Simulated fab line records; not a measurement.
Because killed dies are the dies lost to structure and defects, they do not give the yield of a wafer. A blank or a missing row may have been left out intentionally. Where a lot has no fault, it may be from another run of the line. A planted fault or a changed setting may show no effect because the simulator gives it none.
Which tool was responsible?	flow nandHarc	Sampling: 24 lots, 72 wafers, 6 of 1302 route steps

WHAT THE GAUGES READ, wafer by wafer
The record holds no reading of a measuring or inspecting step that can be judged against a usual standard deviation.

TOOL THAT RAN EACH LOT (tool first, then ch and the chambers of the sampled wafers, then the start)
lot	NHARC_A_STAIRCASE_DESCUM_168	NHARC_A_STAIRCASE_ETCH_21	NHARC_A_STAIRCASE_DESCUM_186	NHARC_A_STAIRCASE_TRIM_189	NHARC_A_STAIRCASE_ETCH_201	NHARC_A_STAIRCASE_ETCH_203
L076	rieDiel-05 ch 1,2, day 15 22:32	rieDiel-05 ch 0,1,3, day 16 04:23 or earlier	rieDiel-13 ch 0,1, day 16 04:23	rieDiel-13 ch 0,2,3, no start	rieDiel-13 ch 0,2, no start	rieDiel-13 ch 1,3, no start
L075	rieDiel-13 ch 1,2,3, day 15 22:41	rieDiel-13 ch 0,2,3, day 16 04:14 or earlier	rieDiel-07 ch 0,1,2, day 16 04:14	rieDiel-07 ch 1,2,3, no start	rieDiel-07 ch 1,2,3, no start	rieDiel-07 ch 0,1,2, no start
L074	rieDiel-13 ch 0,1,3, day 16 04:13	rieDiel-13 ch 0,2,3, day 16 09:52 or earlier	rieDiel-07 ch 1,2,3, day 16 09:52	rieDiel-07 ch 0,2,3, no start	rieDiel-05 ch 0,1,2, no start	rieDiel-05 ch 0,1,3, no start
L078	rieDiel-05 ch 0,2,3, day 17 07:36	rieDiel-13 ch 1,2,3, day 17 14:30 or earlier	rieDiel-07 ch 1,2,3, day 17 14:30	rieDiel-07 ch 0,1, no start	rieDiel-13 ch 0,2,3, no start	rieDiel-13 ch 1,2, no start
L077	rieDiel-05 ch 0,1,2, day 17 12:38	rieDiel-05 ch 0,2,3, day 17 18:31 or earlier	rieDiel-13 ch 0,1,2, day 17 18:31	rieDiel-13 ch 2,3, no start	rieDiel-13 ch 0,1, no start	rieDiel-13 ch 1,2,3, no start
L079	rieDiel-13 ch 0,1,2, day 17 19:25	rieDiel-07 ch 0,2,3, day 18 01:48 or earlier	rieDiel-07 ch 0,2,3, day 18 01:48	rieDiel-07 ch 0,3, no start	rieDiel-07 ch 0,3, no start	rieDiel-07 ch 0,3, no start
L080	rieDiel-05 ch 1,2, day 17 19:29	rieDiel-13 ch 0,1, day 18 02:00 or earlier	rieDiel-13 ch 0,1,3, day 18 02:00	rieDiel-13 ch 0,1,2, no start	rieDiel-13 ch 2,3, no start	rieDiel-13 ch 1,2, no start
L081	rieDiel-13 ch 0,1, day 18 20:40	rieDiel-05 ch 0,1,2, day 19 02:11 or earlier	rieDiel-13 ch 0,2,3, day 19 02:11	rieDiel-13 ch 1,2,3, no start	rieDiel-13 ch 0,1,2, no start	rieDiel-13 ch 0,2,3, no start
L082	rieDiel-13 ch 0,2,3, day 19 07:23	rieDiel-13 ch 0,1,3, day 19 13:08 or earlier	rieDiel-05 ch 1,2, day 19 13:08	rieDiel-05 ch 0,1,2, no start	rieDiel-07 ch 0,1,2, no start	rieDiel-07 ch 0,1, no start
L083	rieDiel-05 ch 0,1,2, day 19 07:38	rieDiel-07 ch 1,3, day 19 13:23 or earlier	rieDiel-13 ch 0,2, day 19 13:23	rieDiel-13 ch 1,3, no start	rieDiel-05 ch 2,3, no start	rieDiel-05 ch 0,2,3, no start
L084	rieDiel-07 ch 1,3, day 20 01:19	rieDiel-13 ch 0,2,3, day 20 07:01 or earlier	rieDiel-05 ch 0,1, day 20 07:01	rieDiel-05 ch 0,1,2, no start	rieDiel-13 ch 1,2, no start	rieDiel-13 ch 0,3, no start
L085	rieDiel-13 ch 0,1, day 20 01:28	rieDiel-13 ch 1,2,3, day 20 07:19 or earlier	rieDiel-07 ch 1,2,3, day 20 07:19	rieDiel-07 ch 1,2,3, no start	rieDiel-07 ch 0,1,3, no start	rieDiel-07 ch 0,1, no start
L086	rieDiel-05 ch 1,2,3, day 20 14:51	rieDiel-13 ch 1,2,3, day 21 00:01 or earlier	rieDiel-05 ch 2,3, day 21 00:01	rieDiel-05 ch 0,1,3, no start	rieDiel-05 ch 0,3, no start	rieDiel-05 ch 0,3, no start
L088	rieDiel-07 ch 0,1,2, day 21 07:55	rieDiel-07 ch 0,1, day 21 13:28 or earlier	rieDiel-07 ch 0,1,2, day 21 13:28	rieDiel-07 ch 0,1,3, no start	rieDiel-13 ch 0,3, no start	rieDiel-13 ch 1,2, no start
L089	rieDiel-13 ch 0,2,3, day 21 11:46	rieDiel-07 ch 0,1,2, day 21 17:19 or earlier	rieDiel-13 ch 0,2,3, day 21 17:19	rieDiel-13 ch 0,1,2, no start	rieDiel-05 ch 1,2,3, no start	rieDiel-05 ch 0,1,2, no start
L087	rieDiel-07 ch 0,3, day 21 11:56	rieDiel-05 ch 0,2,3, day 21 17:28 or earlier	rieDiel-05 ch 2,3, day 21 17:28	rieDiel-05 ch 2,3, no start	rieDiel-07 ch 0,1, no start	rieDiel-07 ch 0,1,3, no start
L090	rieDiel-05 ch 0,2,3, day 22 00:20	rieDiel-05 ch 1,2,3, day 22 07:14 or earlier	rieDiel-07 ch 0,1,3, day 22 07:14	rieDiel-07 ch 0,1,3, no start	rieDiel-07 ch 0,1,3, no start	rieDiel-07 ch 0,1,3, no start
L091	rieDiel-05 ch 1,2,3, day 22 00:32	rieDiel-05 ch 0,1,2, day 22 05:57 or earlier	rieDiel-05 ch 0,2, day 22 05:57	rieDiel-05 ch 0,2,3, no start	rieDiel-05 ch 0,1,3, no start	rieDiel-05 ch 1,3, no start
L093	rieDiel-05 ch 0,1,3, day 22 23:38	rieDiel-13 ch 1,2,3, day 23 06:26 or earlier	rieDiel-05 ch 0,1,2, day 23 06:26	rieDiel-05 ch 0,1,2, no start	rieDiel-05 ch 1,2,3, no start	rieDiel-05 ch 0,1,3, no start
L092	rieDiel-05 ch 1,2, day 22 23:49	rieDiel-07 ch 1,3, day 23 07:01 or earlier	rieDiel-07 ch 0,1,3, day 23 07:01	rieDiel-07 ch 0,3, no start	rieDiel-07 ch 1,3, no start	rieDiel-07 ch 0,3, no start
L094	rieDiel-13 ch 0,1,2, day 24 03:14	rieDiel-05 ch 1,2,3, day 24 09:58 or earlier	rieDiel-13 ch 0,2,3, day 24 09:58	rieDiel-13 ch 0,1,3, no start	rieDiel-05 ch 0,1,2, no start	rieDiel-05 ch 1,2,3, no start
L096	rieDiel-05 ch 0,2,3, day 24 15:49	rieDiel-05 ch 0,1,2, day 24 21:20 or earlier	rieDiel-05 ch 1,2,3, day 24 21:20	rieDiel-05 ch 0,1,2, no start	rieDiel-05 ch 1,2,3, no start	rieDiel-05 ch 0,1,2, no start
L095	rieDiel-13 ch 0,1, day 24 22:19	rieDiel-05 ch 1,2,3, day 25 03:49 or earlier	rieDiel-13 ch 2,3, day 25 03:49	rieDiel-13 ch 1,2, no start	rieDiel-13 ch 0,2,3, no start	rieDiel-13 ch 0,2,3, no start
L097	rieDiel-07 ch 1,2,3, day 25 13:35	rieDiel-07 ch 2,3, day 25 19:22 or earlier	rieDiel-07 ch 1,3, day 25 19:22	rieDiel-07 ch 1,3, no start	rieDiel-13 ch 0,1,2, no start	rieDiel-13 ch 2,3, no start
- NHARC_A_STAIRCASE_DESCUM_168: chemistry O2, time 3 s.
- NHARC_A_STAIRCASE_ETCH_21: etches the open film in C4F8/O2, target depth 100 nm, time 40.5 s.
- NHARC_A_STAIRCASE_DESCUM_186: chemistry O2, time 3 s.
- NHARC_A_STAIRCASE_TRIM_189: chemistry O2, time 211.2 s.
- NHARC_A_STAIRCASE_ETCH_201: etches the open film in C4F8/O2, target depth 100 nm, time 40.5 s.
- NHARC_A_STAIRCASE_ETCH_203: etches the open film in C4F8/O2, target depth 100 nm, time 40.5 s.

AS READ BY THE TOOLS THEMSELVES (means over the sampled wafers that have a number; for cases with no such wafer, the mark the record gives instead)
NHARC_A_STAIRCASE_DESCUM_168.
lot	tool	drypumpMotorCurrentA (A)	oesProductAu (a.u.)	rfVppV (V)	showerheadPlenumPTorr (Torr)	throttleValvePct (%)
L076	rieDiel-05	5.4	1.006	58.0	2.01	11.311
L075	rieDiel-13	6.3	1.003	57.4	1.96	11.313
L074	rieDiel-13	6.3	1.004	57.8	1.88	11.313
L078	rieDiel-05	5.7	1.003	57.9	1.95	11.299
L077	rieDiel-05	5.7	1.009	58.4	2.00	11.306
L079	rieDiel-13	6.4	1.003	58.1	1.96	11.322
L080	rieDiel-05	5.4	1.003	58.2	1.99	11.310
L081	rieDiel-13	6.4	0.999	58.0	1.93	11.315
L082	rieDiel-13	6.3	1.003	58.3	1.89	11.316
L083	rieDiel-05	5.7	1.011	58.2	2.00	11.311
L084	rieDiel-07	6.0	0.998	57.7	1.94	11.303
L085	rieDiel-13	6.4	0.998	57.7	1.87	11.311
L086	rieDiel-05	5.4	1.007	58.6	1.96	11.311
L088	rieDiel-07	5.9	0.998	57.7	1.92	11.311
L089	rieDiel-13	6.3	0.996	57.8	1.89	11.309
L087	rieDiel-07	6.2	0.997	57.7	2.04	11.322
L090	rieDiel-05	5.7	1.007	58.1	1.94	11.313
L091	rieDiel-05	5.4	1.006	57.2	1.95	11.310
L093	rieDiel-05	5.7	1.016	57.9	1.95	11.314
L092	rieDiel-05	5.4	1.005	58.0	1.98	11.303
L094	rieDiel-13	6.3	1.002	58.1	1.95	11.316
L096	rieDiel-05	5.7	1.008	58.3	1.93	11.301
L095	rieDiel-13	6.4	1.006	58.1	1.92	11.311
L097	rieDiel-07	5.9	0.994	58.0	1.89	11.307

NHARC_A_STAIRCASE_ETCH_21.
lot	tool	oesProductAu (a.u.)	rfVppV (V)
L076	rieDiel-05	0.941	899
L075	rieDiel-13	0.945	895
L074	rieDiel-13	0.969	895
L078	rieDiel-13	0.939	898
L077	rieDiel-05	0.972	898
L079	rieDiel-07	0.938	894
L080	rieDiel-13	0.958	893
L081	rieDiel-05	0.970	901
L082	rieDiel-13	0.952	892
L083	rieDiel-07	0.973	898
L084	rieDiel-13	0.954	894
L085	rieDiel-13	0.943	899
L086	rieDiel-13	0.927	898
L088	rieDiel-07	0.964	900
L089	rieDiel-07	0.967	895
L087	rieDiel-05	0.952	898
L090	rieDiel-05	0.973	898
L091	rieDiel-05	0.951	900
L093	rieDiel-13	0.971	897
L092	rieDiel-07	0.934	892
L094	rieDiel-05	0.973	898
L096	rieDiel-05	0.941	900
L095	rieDiel-05	0.947	898
L097	rieDiel-07	0.933	896

NHARC_A_STAIRCASE_DESCUM_186.
lot	tool	drypumpMotorCurrentA (A)	oesProductAu (a.u.)	rfVppV (V)	showerheadPlenumPTorr (Torr)	throttleValvePct (%)
L076	rieDiel-13	6.4	0.998	58.3	1.94	11.312
L075	rieDiel-07	5.9	0.998	57.8	1.82	11.309
L074	rieDiel-07	5.9	0.996	56.8	1.91	11.308
L078	rieDiel-07	5.9	0.999	57.3	1.91	11.316
L077	rieDiel-13	6.4	0.996	58.3	1.96	11.300
L079	rieDiel-07	6.0	1.003	57.1	1.89	11.316
L080	rieDiel-13	6.3	1.001	57.3	1.87	11.314
L081	rieDiel-13	6.3	1.004	58.2	1.90	11.311
L082	rieDiel-05	5.4	1.006	58.1	1.99	11.319
L083	rieDiel-13	6.4	0.998	56.6	1.90	11.310
L084	rieDiel-05	6.0	0.998	58.2	1.99	11.308
L085	rieDiel-07	6.0	1.001	57.4	1.90	11.304
L086	rieDiel-05	5.4	1.008	58.5	1.94	11.310
L088	rieDiel-07	5.9	0.997	58.3	1.92	11.310
L089	rieDiel-13	6.3	1.004	57.2	1.89	11.318
L087	rieDiel-05	5.4	1.014	58.1	1.94	11.311
L090	rieDiel-07	6.0	0.998	59.0	1.96	11.306
L091	rieDiel-05	5.6	1.004	58.1	1.97	11.311
L093	rieDiel-05	5.7	1.009	58.1	1.98	11.314
L092	rieDiel-07	6.0	0.996	57.4	1.96	11.324
L094	rieDiel-13	6.2	1.001	56.7	1.88	11.313
L096	rieDiel-05	5.4	1.006	57.7	1.94	11.310
L095	rieDiel-13	6.1	0.998	57.9	1.88	11.302
L097	rieDiel-07	6.0	0.990	58.4	1.93	11.324

NHARC_A_STAIRCASE_TRIM_189.
lot	tool	drypumpMotorCurrentA (A)	oesProductAu (a.u.)	rfVppV (V)	showerheadPlenumPTorr (Torr)	throttleValvePct (%)
L076	rieDiel-13	6.3	1.000	58.2	3.51	17.033
L075	rieDiel-07	6.0	1.002	58.1	3.52	17.033
L074	rieDiel-07	6.1	1.001	57.8	3.50	17.035
L078	rieDiel-07	6.0	1.008	56.8	3.29	17.028
L077	rieDiel-13	6.2	1.002	57.4	3.65	17.031
L079	rieDiel-07	6.1	0.998	57.1	3.42	17.031
L080	rieDiel-13	6.4	1.002	57.6	3.61	17.044
L081	rieDiel-13	6.2	1.000	58.2	3.60	17.038
L082	rieDiel-05	5.6	1.011	56.9	3.67	17.038
L083	rieDiel-13	6.2	1.001	57.5	3.45	17.037
L084	rieDiel-05	5.7	1.007	58.2	3.66	17.045
L085	rieDiel-07	5.9	1.004	58.1	3.50	17.035
L086	rieDiel-05	5.7	1.004	58.5	3.60	17.027
L088	rieDiel-07	6.0	0.999	57.9	3.61	17.033
L089	rieDiel-13	6.4	0.995	57.5	3.59	17.035
L087	rieDiel-05	5.4	1.002	58.4	3.57	17.036
L090	rieDiel-07	6.0	1.000	58.0	3.61	17.042
L091	rieDiel-05	5.7	1.002	58.0	3.57	17.032
L093	rieDiel-05	5.7	1.010	57.6	3.65	17.043
L092	rieDiel-07	6.1	1.001	59.3	3.77	17.041
L094	rieDiel-13	6.3	0.994	57.6	3.43	17.038
L096	rieDiel-05	5.7	1.012	57.8	3.64	17.037
L095	rieDiel-13	6.3	1.001	57.6	3.72	17.042
L097	rieDiel-07	6.0	0.996	57.3	3.55	17.042

NHARC_A_STAIRCASE_ETCH_201.
lot	tool	oesProductAu (a.u.)	rfVppV (V)
L076	rieDiel-13	0.948	900
L075	rieDiel-07	0.943	896
L074	rieDiel-05	0.955	901
L078	rieDiel-13	0.943	895
L077	rieDiel-13	0.938	897
L079	rieDiel-07	0.928	897
L080	rieDiel-13	0.945	900
L081	rieDiel-13	0.944	898
L082	rieDiel-07	0.955	889
L083	rieDiel-05	0.952	896
L084	rieDiel-13	0.945	902
L085	rieDiel-07	0.955	893
L086	rieDiel-05	0.951	898
L088	rieDiel-13	0.945	889
L089	rieDiel-05	0.943	899
L087	rieDiel-07	0.958	895
L090	rieDiel-07	0.936	899
L091	rieDiel-05	0.946	898
L093	rieDiel-05	0.952	898
L092	rieDiel-07	0.941	897
L094	rieDiel-05	0.947	899
L096	rieDiel-05	0.945	897
L095	rieDiel-13	0.934	894
L097	rieDiel-13	0.953	896

NHARC_A_STAIRCASE_ETCH_203.
lot	tool	oesProductAu (a.u.)	rfVppV (V)
L076	rieDiel-13	0.952	897
L075	rieDiel-07	0.945	890
L074	rieDiel-05	0.957	899
L078	rieDiel-13	0.918	903
L077	rieDiel-13	0.942	899
L079	rieDiel-07	0.948	892
L080	rieDiel-13	0.939	902
L081	rieDiel-13	0.941	895
L082	rieDiel-07	0.948	888
L083	rieDiel-05	0.940	897
L084	rieDiel-13	0.958	889
L085	rieDiel-07	0.955	888
L086	rieDiel-05	0.958	899
L088	rieDiel-13	0.940	902
L089	rieDiel-05	0.953	900
L087	rieDiel-07	0.937	899
L090	rieDiel-07	0.919	898
L091	rieDiel-05	0.948	899
L093	rieDiel-05	0.951	898
L092	rieDiel-07	0.932	904
L094	rieDiel-05	0.948	897
L096	rieDiel-05	0.953	900
L095	rieDiel-13	0.938	893
L097	rieDiel-13	0.953	894

THE ANSWER, worked out from the rows above alone
Rule: the lots themselves supply what counts as usual. The widest of any qualifying gaps counts: lots, ordered by their means at a reading, are off when they make up no more than a third of the lots, leave a main group of 4 or more, and stand apart from it by 3 or more times the standard deviation of that group's means. A main group is skipped when, at the precision printed for the reading in the tables above, its means are all equal. A lot without any number at a reading at which 4 lots or more have one is off too. The other lots that the step has rows for count as sound. First the gauges in route order, then the tools' own readings, where a lot's mean is used as printed above. The first step at which some lot is off is used, and at that step the reading that is off furthest; a lot without a number counts as furthest.
None of the lots is off at any reading shown; this tells nothing.

WHAT THE SIMULATOR HAD INSERTED
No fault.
